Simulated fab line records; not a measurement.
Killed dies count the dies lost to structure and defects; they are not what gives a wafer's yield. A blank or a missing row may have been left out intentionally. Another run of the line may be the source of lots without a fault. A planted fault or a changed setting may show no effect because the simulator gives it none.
Which tool did it?	flow nand_harc	43 wafers from 15 lots sampled at 4 of the route's 1159 steps

WHAT THE GAUGES READ, wafer by wafer
NHARC_A_CONTACT_OVL_MEAS_09.
lot	measured	on	overlay_x_nm (nm)	overlay_y_nm (nm)
L350	day 16 21:13	overlay-01	-0.3 -0.7 0.1	1.1 1.5 1.3
L351	day 17 05:29	overlay-02	-0.2 0.4 1.1	-0.1 0.1 -0.2
L355	day 18 10:08	overlay-01	-0.5 -0.9 -0.5	1.0 0.4 0.5
L354	day 18 15:28	overlay-01	-1.5 -1.7 -2.2	-1.7 -2.4 -2.0
L356	day 18 20:25	overlay-02	0.8 0.5 0.5	-1.1 -0.4 -0.9
L357	day 18 23:26	overlay-01	-0.4 -0.3 -0.3	-0.5 -0.4 -1.0
L358	day 19 08:26	overlay-01	-0.2 0.3 -0.8	-0.5 -0.3 -0.5
L360	day 19 11:25	overlay-01	-0.4 -0.3 -0.7	-0.2 -0.5 -0.2
L361	day 20 09:24	overlay-01	-0.6 -1.1 -0.4	0.0 0.5 0.3
L359	day 20 10:38	overlay-01	2.5 3.0 2.0	0.8 0.5 1.0
L363	day 20 15:55	overlay-01	1.2 1.2 1.2	0.0 0.5 0.0
L366	day 20 22:10	overlay-02	1.0 1.3	-0.7 -0.4
L370	day 22 03:00	overlay-02	0.0 -0.4	-0.2 0.4
L371	day 22 07:46	overlay-02	-0.2 -0.9 -1.0	0.6 0.5 0.2
L373	day 22 14:52	overlay-02	-0.6 0.0 -0.2	-0.6 -0.7 -0.1

NHARC_A_CONTACT_INSPECT_10.
lot	measured	on	raw_defect_count
L350	day 16 21:16	defect_inspect-01	35 34 27
L351	day 17 05:32	defect_inspect-02	23 25 17
L355	day 18 10:11	defect_inspect-02	32 30 29
L354	day 18 15:31	defect_inspect-01	24 23 21
L356	day 18 20:28	defect_inspect-02	20 26 28
L357	day 18 23:28	defect_inspect-01	40 40 39
L358	day 19 08:28	defect_inspect-02	33 32 30
L360	day 19 11:28	defect_inspect-01	25 21 28
L361	day 20 09:26	defect_inspect-01	35 32 41
L359	day 20 10:40	defect_inspect-02	50 46 35
L363	day 20 15:57	defect_inspect-01	61 41 54
L366	day 20 22:13	defect_inspect-02	39 30
L370	day 22 03:02	defect_inspect-01	14 30
L371	day 22 07:49	defect_inspect-01	70 49 62
L373	day 22 14:55	defect_inspect-01	14 14 13

WHICH TOOL RAN EACH LOT (tool, then ch and the chambers of the sampled wafers, then the start)
lot	NHARC_A_CONTACT_ETCH_127	NHARC_A_CONTACT_SOFTBAKE_03
L350	har_cap_etch-03 ch 0,1, day 16 15:22	litho_track-01 ch 0, day 16 20:00
L351	har_cap_etch-01 ch 1, day 17 00:16	litho_track-01 ch 0, day 17 04:00
L355	har_cap_etch-02 ch 0,1, day 18 01:58	litho_track-06 ch 0, day 18 09:00
L354	har_cap_etch-03 ch 1, day 18 10:49	litho_track-04 ch 0, day 18 15:00
L356	har_cap_etch-03 ch 0,1, day 18 15:50	litho_track-06 ch 0, day 18 20:00
L357	har_cap_etch-01 ch 0, day 18 17:59	litho_track-01 ch 0, day 18 22:00
L358	har_cap_etch-02 ch 0, day 19 03:26	litho_track-04 ch 0, day 19 07:00
L360	har_cap_etch-01 ch 0,1, day 19 04:13	litho_track-04 ch 0, day 19 10:00
L361	har_cap_etch-01 ch 0,1, day 20 01:29	litho_track-01 ch 0, day 20 08:00
L359	har_cap_etch-02 ch 0,1, day 20 01:53	litho_track-06 ch 0, day 20 10:00
L363	har_cap_etch-03 ch 0,1, day 20 07:04	litho_track-04 ch 0, day 20 15:00
L366	har_cap_etch-02 ch 0,1, day 20 16:20	litho_track-04 ch 0, day 20 21:00
L370	har_cap_etch-03 ch 0,1, day 21 22:29	litho_track-04 ch 0, day 22 02:00
L371	har_cap_etch-01 ch 0,1, day 22 03:10	litho_track-04 ch 0, day 22 07:00
L373	har_cap_etch-02 ch 1, day 22 09:08	litho_track-01 ch 0, day 22 14:00
- NHARC_A_CONTACT_ETCH_127: etches the open film in C4F8/O2/Ar, time 155 s, target depth 956 nm.
- NHARC_A_CONTACT_SOFTBAKE_03: time 55 s.

WHAT THE TOOLS THEMSELVES READ (means of the sampled wafers that have a number; where no wafer has one, the mark that the record gives instead)
NHARC_A_CONTACT_SOFTBAKE_03.
lot	tool	heater_power_total_W (W)
L350	litho_track-01	188.49
L351	litho_track-01	188.47
L355	litho_track-06	188.39
L354	litho_track-04	188.63
L356	litho_track-06	188.59
L357	litho_track-01	188.57
L358	litho_track-04	188.48
L360	litho_track-04	188.44
L361	litho_track-01	188.40
L359	litho_track-06	188.50
L363	litho_track-04	188.49
L366	litho_track-04	198.99
L370	litho_track-04	209.40
L371	litho_track-04	195.42
L373	litho_track-01	188.57

THE ANSWER, worked out from the rows above alone
Rule: the lots themselves supply what counts as usual. Put in order of their means at a reading, lots are off if they are a third of the lots or fewer, leave a main group of 4 or more, and stand apart from it by a gap of 3 or more times the standard deviation of the main group's means; of several such gaps the widest counts. If all means in a main group match to the digits the tables above print for the reading, that group is not used. Also off: a lot with no number at a reading for which 4 or more lots have one. Any other lot the step has rows for is counted as sound. Order of review: gauges by route order, followed by the tools' own readings, for which a lot's mean as printed above is used. At the first step where some lot is off, the reading lying furthest off is the one used; lots without a number count as furthest.
Off, at NHARC_A_CONTACT_SOFTBAKE_03 on heater_power_total_W: L366, L370, L371. Main group: mean 188.50 W, sd 0.072.
A tool fits if, at that step or a process step before it, it ran every lot that is off, and no sound lot after the first of them. One candidate fits, namely litho_track-04 at NHARC_A_CONTACT_SOFTBAKE_03. Its last sound lot is L363 (day 20 15:00), its first lot that is off L366 (day 20 21:00): a fault that began between those two fits.
On the lots that are off, the tool's own readings at NHARC_A_CONTACT_SOFTBAKE_03 differ by more than 5 times the standard deviation of the sound lots' means, which bears it out; heater_power_total_W reads 201.27 W there versus 188.50 W on the sound lots.

WHAT HAD BEEN PUT IN BY THE SIMULATOR
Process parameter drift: litho_track-04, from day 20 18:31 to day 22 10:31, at NHARC_A_CONTACT_SOFTBAKE_03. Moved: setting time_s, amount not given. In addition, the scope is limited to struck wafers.
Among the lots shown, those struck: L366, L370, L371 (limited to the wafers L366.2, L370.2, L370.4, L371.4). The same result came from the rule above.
